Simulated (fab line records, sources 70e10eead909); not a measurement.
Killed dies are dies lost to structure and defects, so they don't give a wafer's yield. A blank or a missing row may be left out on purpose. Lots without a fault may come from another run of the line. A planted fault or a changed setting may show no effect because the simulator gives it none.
A struck lot beside a sound one | flow nand_harc | 25 steps out of a route of 1302
Sound: wafers L146.1, L146.2, L146.3. Struck: wafers L154.4, L154.5, L154.6. The cause comes at the end.
At each step with rows: each side's tool, then ch and its chambers, then its first start. Under that, the readings that differ: sound wafers | struck wafers | difference of the means | sigmas: that difference in standard deviations of wafers without a fault.
alike: readings whose means differ by less than 2 such deviations, and words and numbers that are the same on both sides. not compared: withheld readings, readings that some wafer has no value for, bounds like >300 that may hide the same value, and numbers for which the record gives no deviation and whose values overlap.
The two part at a step that has a row with sigmas, a row that says differs or no value, or rows on one side only. Numbers that don't overlap but have no deviation are shown without sigmas and don't part them. A reading that every wafer of one side lacks parts them only if that side has two wafers or more.

first, 1 step without rows for these wafers: NHARC_P_M0_SRD_25.
NHARC_P_M0_INSPECT_27:
  sound on defect_inspect-02, day 8 02:50; struck on defect_inspect-01, day 11 03:56
  alike: raw_defect_count
NHARC_P_M0_PRE_CLEAN_31: time 12 s.
  sound on pecvd-02 ch 0,1,2, day 8 02:54; struck on pecvd-01 ch 0,1,2, day 11 04:02
  reading               | sound       | struck | difference                    | sigmas
  since_wet_clean_h (h) | 112 112 112 | - - -  | no value on the struck wafers |
  alike: heater_power_w
NHARC_P_M0_DEP_32: deposits SiCN, target thk 30 nm.
  sound on pecvd-02 ch 0,1,2, day 8 02:59; struck on pecvd-01 ch 0,1,2, day 11 04:13
  reading               | sound       | struck | difference                    | sigmas
  since_wet_clean_h (h) | 112 112 112 | - - -  | no value on the struck wafers |
  alike: heater_power_w
then, 7 steps without rows for these wafers: NHARC_P_M1_DEP_00 (deposits SiOC, target thk 182.5 nm); NHARC_P_M1_DEHYDRATE_01 (time 120 s); NHARC_P_M1_HMDS_02 (time 30 s); NHARC_P_M1_COAT_34 (time 65 s); NHARC_P_M1_COAT_03 (resist thk 90 nm); NHARC_P_M1_SOFTBAKE_04 (time 55 s); NHARC_P_M1_EBR_05.
NHARC_P_M1_EXPOSE_06: exposes mask P M1, target cd 130 nm.
  sound on arfi_scanner-03 ch 0, day 8 04:05; struck on arfi_scanner-03 ch 0, day 11 05:05
  reading              | sound             | struck            | difference | sigmas
  exposure_dose_mJ_cm2 | 81.98 81.94 82.01 | 85.76 85.70 85.62 | +3.72      | +46
  alike: mask
then, 2 steps without rows for these wafers: NHARC_P_M1_PEB_07 (peb time 65 s); NHARC_P_M1_DEVELOP_08 (develop time 35 s).
NHARC_P_M1_CD_MEAS_09: target cd 130 nm.
  sound on cd_sem-03 ch 0, day 8 04:13; struck on cd_sem-03 ch 0, day 11 05:13
  reading    | sound             | struck            | difference | sigmas
  cd_nm (nm) | 130.4 129.9 130.3 | 132.8 133.2 132.5 | +2.6       | +6
NHARC_P_M1_OVL_MEAS_10: pitch 260 nm.
  sound on overlay-01, day 8 04:19; struck on overlay-02, day 11 05:18
  reading           | sound       | struck         | difference | sigmas
  overlay_y_nm (nm) | 0.9 1.4 0.5 | -0.9 -0.9 -1.4 | -2.0       | -2
  alike: overlay_x_nm
NHARC_P_M1_INSPECT_11:
  sound on defect_inspect-01, day 8 04:21; struck on defect_inspect-01, day 11 05:20
  alike: raw_defect_count
NHARC_P_M1_DESCUM_14: chemistry O2, time 3 s.
  sound on rie_diel-12 ch 1,2,3, day 8 04:25; struck on rie_diel-13 ch 0,3, day 11 05:23
  reading               | sound             | struck            | difference | sigmas
  model.P_M1.cd_nm (nm) | 130.3 129.9 130.1 | 131.9 132.6 131.8 | +2.0       |
  alike: drypump_motor_current_A, oes_product_au, rf_vpp_V, showerhead_plenum_p_Torr, throttle_valve_pct
  not compared: rf_hours_counter_h
NHARC_P_M1_ETCH_35: etches the open film in N2/H2, target depth 40 nm, overetch 12 nm, time 43.94 s.
  sound on rie_diel-12 ch 1,2,3, day 8 04:30; struck on rie_diel-13 ch 2,3, day 11 05:29
  alike: drypump_motor_current_A, oes_product_au, rf_vpp_V, showerhead_plenum_p_Torr, throttle_valve_pct
  not compared: rf_hours_counter_h
NHARC_P_M1_ETCH_15: etches the open film in C4F8/Ar, target depth 182.5 nm, time 91.2 s.
  sound on rie_diel-12 ch 0,2,3; struck on rie_diel-13 ch 2,3
  alike: oes_product_au, rf_vpp_V
  not compared: rf_hours_counter_h
NHARC_P_M1_CD_MEAS_16:
  sound on cd_sem-03, day 8 04:43; struck on cd_sem-02, day 11 05:42
  reading    | sound             | struck            | difference | sigmas
  cd_nm (nm) | 130.5 129.7 130.2 | 132.6 133.3 132.0 | +2.5       | +4
NHARC_P_M1_STRIP_18: strips in N2/H2.
  sound on rie_diel-12 ch 0,2,3, day 8 04:49; struck on rie_diel-13 ch 0,1, day 11 05:46
  alike: drypump_motor_current_A, oes_product_au, rf_vpp_V, showerhead_plenum_p_Torr, throttle_valve_pct
  not compared: rf_hours_counter_h
NHARC_P_M1_ETCH_28: etches the open film in CF4/N2, target depth 30 nm, time 72.99 s.
  sound on rie_diel-12 ch 1,2,3; struck on rie_diel-13 ch 0,3
  reading               | sound           | struck            | difference | sigmas
  model.P_M1.cd_nm (nm) | 129.8 130 130.1 | 132.3 133.2 131.7 | +2.4       |
  alike: drypump_motor_current_A, oes_product_au, rf_vpp_V, showerhead_plenum_p_Torr, throttle_valve_pct
  not compared: rf_hours_counter_h
then, 1 step without rows for these wafers: NHARC_P_M1_STRIP_19 (strips in post etch residue remover, time 600 s).
NHARC_END_SORT_01:
  the record has rows for the sound wafers here (prober-01 ch 0, day 25 17:04) and none for the struck ones

WHERE THEY PART
First at NHARC_P_M0_PRE_CLEAN_31; last, within this record, at NHARC_END_SORT_01.

WHY: what the simulator had put in
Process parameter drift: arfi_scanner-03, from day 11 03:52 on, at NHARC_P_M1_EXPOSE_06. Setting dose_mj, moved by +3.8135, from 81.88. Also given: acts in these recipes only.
